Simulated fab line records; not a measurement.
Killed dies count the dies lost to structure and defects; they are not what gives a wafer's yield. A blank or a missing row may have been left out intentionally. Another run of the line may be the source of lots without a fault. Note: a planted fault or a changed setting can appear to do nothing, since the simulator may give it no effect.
Matching of chambers + flow n5Finfet + N5_BEOL_M6_ETCH_65 on rieDiel-04 has 4 sister chambers
The step etches SiARC in CF4, target depth 15.6 nm, time 26 s. 4 wafers are shown with their chamber, then 10 later ones without.

EACH WAFER AND ITS CHAMBER
| wafer  | chamber | showerheadPlenumPTorr (Torr) |
|--------|---------|------------------------------|
| L086.1 | 2       | 2.07                         |
| L087.6 | 0       | 2.11                         |
| L093.1 | 1       | 2.09                         |
| L093.4 | 3       | 2.25                         |

WAFERS WITHOUT THEIR CHAMBER
| wafer  | showerheadPlenumPTorr (Torr) |
|--------|------------------------------|
| L093.5 | 2.10                         |
| L094.2 | 2.25                         |
| L094.3 | 2.10                         |
| L094.4 | 2.09                         |
| L095.1 | 2.24                         |
| L095.3 | 2.06                         |
| L095.4 | 2.09                         |
| L096.2 | 2.09                         |
| L096.3 | 2.24                         |
| L096.6 | 2.06                         |

EACH ONE'S CHAMBER
| wafer  | from the rows above     | in truth |
|--------|-------------------------|----------|
| L093.5 | can't be placed: 0 or 1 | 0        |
| L094.2 | 3                       | 3        |
| L094.3 | can't be placed: 0 or 1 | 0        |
| L094.4 | 1                       | 1        |
| L095.1 | 3                       | 3        |
| L095.3 | 2                       | 2        |
| L095.4 | 1                       | 1        |
| L096.2 | 1                       | 1        |
| L096.3 | 3                       | 3        |
| L096.6 | 2                       | 2        |
8 of 10 placed correctly. Cannot be placed on the basis of these rows: 2; the candidates contain the true chamber in 2. Wrongly placed: 0.
How it was worked out, from the rows above alone: a wafer's distance from a chamber is the root of the sum, over the readings, of the square of ((its reading less the chamber's mean) divided by the reading's scatter). If the next closest chamber is less than 2 further off than the closest, the wafer can't be placed; otherwise it belongs to the closest. Each chamber's mean is taken over the wafers shown for it. The scatter: root of mean squared gap, hidden wafer to nearest shown wafer, with one shown wafer a chamber.
